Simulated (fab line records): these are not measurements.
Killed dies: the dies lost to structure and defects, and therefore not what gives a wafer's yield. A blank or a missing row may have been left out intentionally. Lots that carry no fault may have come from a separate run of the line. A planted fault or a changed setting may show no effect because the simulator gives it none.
What tool caused it? ; flow nand-harc ; 11 lots with 33 wafers sampled at 5 steps, on a route of 1302 steps

== WHAT EACH GAUGE READ, for each wafer ==
NHARC_END_SORT_01. Usual: killed-at-array 59, standard deviation 19; killed-at-other 0.6, standard deviation 0.85; killed-at-periphery 3.8, standard deviation 2.5; killed-dies 64, standard deviation 19; killed-open 3.3, standard deviation 1.8; killed-short 2.2, standard deviation 1.6.
lot;measured;on;killed-at-array;killed-at-other;killed-at-periphery;killed-dies;killed-open;killed-short;flag
L790;day 31 16:59;prober-02;652 58 55;0 0 1;2 5 4;654 63 60;1 7 3;3 3 2;OFF

== EACH LOT AND THE TOOL THAT RAN IT (in order: tool; ch and the chambers of the sampled wafers; start) ==
lot;NHARC_A_STAIRCASE_TRIM_14;NHARC_A_STAIRCASE_TRIM_16;NHARC_A_STAIRCASE_ETCH_19;NHARC_A_STAIRCASE_TRIM_22
L776;rie-diel-02 ch 0,2,3, day 16 14:32 or earlier;rie-diel-02 ch 0,2,3, day 16 14:32 or earlier;rie-diel-02 ch 0,2,3, day 16 14:32 or earlier;rie-diel-02 ch 0,2,3, day 16 14:32
L778;rie-diel-03 ch 0,1,3, day 17 08:35 or earlier;rie-diel-03 ch 0,1,2, day 17 08:35 or earlier;rie-diel-03 ch 1,3, day 17 08:35 or earlier;rie-diel-08 ch 1,2, day 17 08:35
L781;rie-diel-03 ch 0,1,3, day 19 02:04 or earlier;rie-diel-03 ch 0,3, day 19 02:04 or earlier;rie-diel-03 ch 0,2,3, day 19 02:04 or earlier;rie-diel-03 ch 0,3, day 19 02:04
L782;rie-diel-08 ch 2,3, day 19 06:07 or earlier;rie-diel-08 ch 1,2,3, day 19 06:07 or earlier;rie-diel-08 ch 1,3, day 19 06:07 or earlier;rie-diel-08 ch 0,1,2, day 19 06:07
L784;rie-diel-02 ch 0,1,3, day 20 08:39 or earlier;rie-diel-02 ch 0,1,3, day 20 08:39 or earlier;rie-diel-02 ch 0,1, day 20 08:39 or earlier;rie-diel-02 ch 0,3, day 20 08:39
L786;rie-diel-08 ch 1,3, day 20 11:02 or earlier;rie-diel-08 ch 0,2, day 20 11:02 or earlier;rie-diel-08 ch 1,2,3, day 20 11:02 or earlier;rie-diel-02 ch 0,1, day 20 11:02
L790;rie-diel-02 ch 0,3, day 22 11:20 or earlier;rie-diel-02 ch 0,1, day 22 11:20 or earlier;rie-diel-02 ch 0,1,3, day 22 11:20 or earlier;rie-diel-08 ch 0,2,3, day 22 11:20
L793;rie-diel-08 ch 0,2, day 23 12:47 or earlier;rie-diel-08 ch 2,3, day 23 12:47 or earlier;rie-diel-08 ch 0,1,3, day 23 12:47 or earlier;rie-diel-03 ch 0,3, day 23 12:47
L794;rie-diel-02 ch 2,3, day 24 08:58 or earlier;rie-diel-02 ch 1,2,3, day 24 08:58 or earlier;rie-diel-02 ch 0,1,3, day 24 08:58 or earlier;rie-diel-02 ch 0,2, day 24 08:58
L797;rie-diel-08 ch 1,2,3, day 24 22:35 or earlier;rie-diel-08 ch 1,3, day 24 22:35 or earlier;rie-diel-08 ch 0,2, day 24 22:35 or earlier;rie-diel-03 ch 0,1, day 24 22:35
L796;rie-diel-03 ch 1,2,3, day 24 22:41 or earlier;rie-diel-03 ch 0,1,2, day 24 22:41 or earlier;rie-diel-03 ch 1,2,3, day 24 22:41 or earlier;rie-diel-03 ch 0,1,2, day 24 22:41
- NHARC_A_STAIRCASE_TRIM_14: chemistry O2, time 211.2 s.
- NHARC_A_STAIRCASE_TRIM_16: chemistry O2, time 211.2 s.
- NHARC_A_STAIRCASE_ETCH_19: etches the open film in C4F8/O2, target depth 100 nm, time 40.5 s.
- NHARC_A_STAIRCASE_TRIM_22: chemistry O2, time 211.2 s.

== WHAT THE TOOLS THEMSELVES READ (means of the sampled wafers that have a number; where no wafer has one, the mark that the record gives instead) ==
NHARC_A_STAIRCASE_TRIM_14. Usual: drypump-motor-current-A 6.0 A, standard deviation 0.33; oes-product-au 0.999 a.u., standard deviation 0.0073; rf-vpp-V 57.8 V, standard deviation 0.86; run-length-s 232.5 s, standard deviation 0.4; showerhead-plenum-p-Torr 3.53 Torr, standard deviation 0.14; throttle-valve-pct 17.037 %, standard deviation 0.0086.
lot;tool;drypump-motor-current-A (A);oes-product-au (a.u.);rf-vpp-V (V);run-length-s (s);showerhead-plenum-p-Torr (Torr);throttle-valve-pct (%);flag
L776;rie-diel-02;6.1;0.991;57.2;232.5;3.46;17.035;
L778;rie-diel-03;5.8;0.998;59.0;232.2;3.62;17.039;
L781;rie-diel-03;5.8;1.002;57.5;232.5;3.61;17.037;
L782;rie-diel-08;6.1;1.004;58.6;232.3;3.62;17.033;
L784;rie-diel-02;5.7;0.994;57.6;232.3;3.49;17.032;
L786;rie-diel-08;6.0;1.001;58.2;232.4;3.62;17.038;
L790;rie-diel-02;5.9;1.004;57.6;232.5;3.34;17.041;
L793;rie-diel-08;6.3;1.001;58.0;233.1;3.47;17.034;
L794;rie-diel-02;6.3;0.991;57.5;232.4;3.50;17.045;
L797;rie-diel-08;6.0;1.003;57.4;232.2;3.55;17.037;
L796;rie-diel-03;6.1;1.001;58.1;232.4;3.57;17.035;

NHARC_A_STAIRCASE_TRIM_16. Usual: drypump-motor-current-A 6.0 A, standard deviation 0.34; oes-product-au 1.000 a.u., standard deviation 0.0075; rf-vpp-V 57.8 V, standard deviation 0.86; run-length-s 232.4 s, standard deviation 0.39; showerhead-plenum-p-Torr 3.53 Torr, standard deviation 0.14; throttle-valve-pct 17.035 %, standard deviation 0.0093.
lot;tool;drypump-motor-current-A (A);oes-product-au (a.u.);rf-vpp-V (V);run-length-s (s);showerhead-plenum-p-Torr (Torr);throttle-valve-pct (%);flag
L776;rie-diel-02;6.2;0.990;57.2;232.7;3.46;17.039;
L778;rie-diel-03;5.9;0.995;57.8;232.3;3.50;17.025;
L781;rie-diel-03;5.9;0.995;58.4;232.3;3.54;17.042;
L782;rie-diel-08;6.0;1.004;57.9;232.1;3.58;17.042;
L784;rie-diel-02;5.7;0.996;58.1;232.6;3.49;17.042;
L786;rie-diel-08;6.3;1.000;57.7;232.8;3.48;17.026;
L790;rie-diel-02;5.8;1.009;57.8;232.3;3.53;17.034;
L793;rie-diel-08;6.1;1.002;57.2;232.7;3.66;17.030;
L794;rie-diel-02;6.0;0.994;58.1;232.5;3.54;17.034;
L797;rie-diel-08;5.8;1.003;57.4;232.2;3.51;17.041;
L796;rie-diel-03;5.9;0.997;58.3;232.1;3.46;17.034;

NHARC_A_STAIRCASE_ETCH_19. Usual: oes-product-au 0.942 a.u., standard deviation 0.01; rf-vpp-V 896 V, standard deviation 5.5.
lot;tool;oes-product-au (a.u.);rf-vpp-V (V);flag
L776;rie-diel-02;0.931;893;
L778;rie-diel-03;0.930;902;
L781;rie-diel-03;0.945;896;
L782;rie-diel-08;0.954;899;
L784;rie-diel-02;0.946;897;
L786;rie-diel-08;0.937;897;
L790;rie-diel-02;0.947;893;
L793;rie-diel-08;0.945;895;
L794;rie-diel-02;0.940;893;
L797;rie-diel-08;0.944;894;
L796;rie-diel-03;0.946;898;

NHARC_A_STAIRCASE_TRIM_22. Usual: drypump-motor-current-A 6.0 A, standard deviation 0.32; oes-product-au 1.000 a.u., standard deviation 0.0077; rf-vpp-V 57.7 V, standard deviation 0.91; run-length-s 232.4 s, standard deviation 0.36; showerhead-plenum-p-Torr 3.53 Torr, standard deviation 0.15; throttle-valve-pct 17.036 %, standard deviation 0.0089.
lot;tool;drypump-motor-current-A (A);oes-product-au (a.u.);rf-vpp-V (V);run-length-s (s);showerhead-plenum-p-Torr (Torr);throttle-valve-pct (%);flag
L776;rie-diel-02;6.1;0.992;56.8;232.3;3.46;17.039;
L778;rie-diel-08;6.1;1.008;57.3;232.3;3.53;17.042;
L781;rie-diel-03;5.9;1.003;58.2;232.3;3.54;17.045;
L782;rie-diel-08;6.1;0.995;57.1;232.6;3.48;17.034;
L784;rie-diel-02;5.9;1.003;57.8;232.5;3.39;17.034;
L786;rie-diel-02;5.8;0.998;57.4;232.5;3.54;17.040;
L790;rie-diel-08;6.2;1.002;57.5;254.6;3.56;17.038;OFF
L793;rie-diel-03;5.9;0.995;57.9;232.3;3.52;17.029;
L794;rie-diel-02;6.2;1.001;57.2;232.4;3.48;17.038;
L797;rie-diel-03;5.6;0.999;57.2;232.4;3.55;17.035;
L796;rie-diel-03;5.9;0.997;58.1;232.0;3.46;17.036;

== THE ANSWER, worked out from the rows above alone ==
Rule: take the mean of a lot's wafers that have a number; if it is more than 3 standard deviations from the usual mean, the lot is off. A lot without any number at a reading at which 4 lots or more have one is off too. Where the step has rows for the other lots, those lots are counted as sound. First the gauges in route order, then the tools' own readings, where a lot's mean is used as printed above. At the first step where some lot is off, the reading lying furthest off is the one used; lots without a number count as furthest.
Off at NHARC_END_SORT_01 (killed-at-array): L790. Neither off nor sound, because the step has no rows for them: L776, L778, L781, L782, L784, L786, L793, L794, L797, L796.
If a tool, at a process step before that reading, ran all the lots that are off and no sound lot after the first of them, it fits. The gauges at NHARC_END_SORT_01 aren't tried: what is off there is off at NHARC_A_STAIRCASE_TRIM_22 too, on other tools, and a gauge's error can't cause that. With no start given for some of its lots, NHARC_A_STAIRCASE_TRIM_14 uses the hours and lot order of NHARC_A_STAIRCASE_TRIM_22. With no start given for some of its lots, NHARC_A_STAIRCASE_TRIM_16 uses the hours and lot order of NHARC_A_STAIRCASE_TRIM_22. With no start given for some of its lots, NHARC_A_STAIRCASE_ETCH_19 uses the hours and lot order of NHARC_A_STAIRCASE_TRIM_22. Undecided on this evidence; 2 tools fit (rie-diel-02 at NHARC_A_STAIRCASE_TRIM_14 and NHARC_A_STAIRCASE_TRIM_16 and NHARC_A_STAIRCASE_ETCH_19, rie-diel-08 at NHARC_A_STAIRCASE_TRIM_22).

== WHAT THE SIMULATOR HAD INSERTED ==
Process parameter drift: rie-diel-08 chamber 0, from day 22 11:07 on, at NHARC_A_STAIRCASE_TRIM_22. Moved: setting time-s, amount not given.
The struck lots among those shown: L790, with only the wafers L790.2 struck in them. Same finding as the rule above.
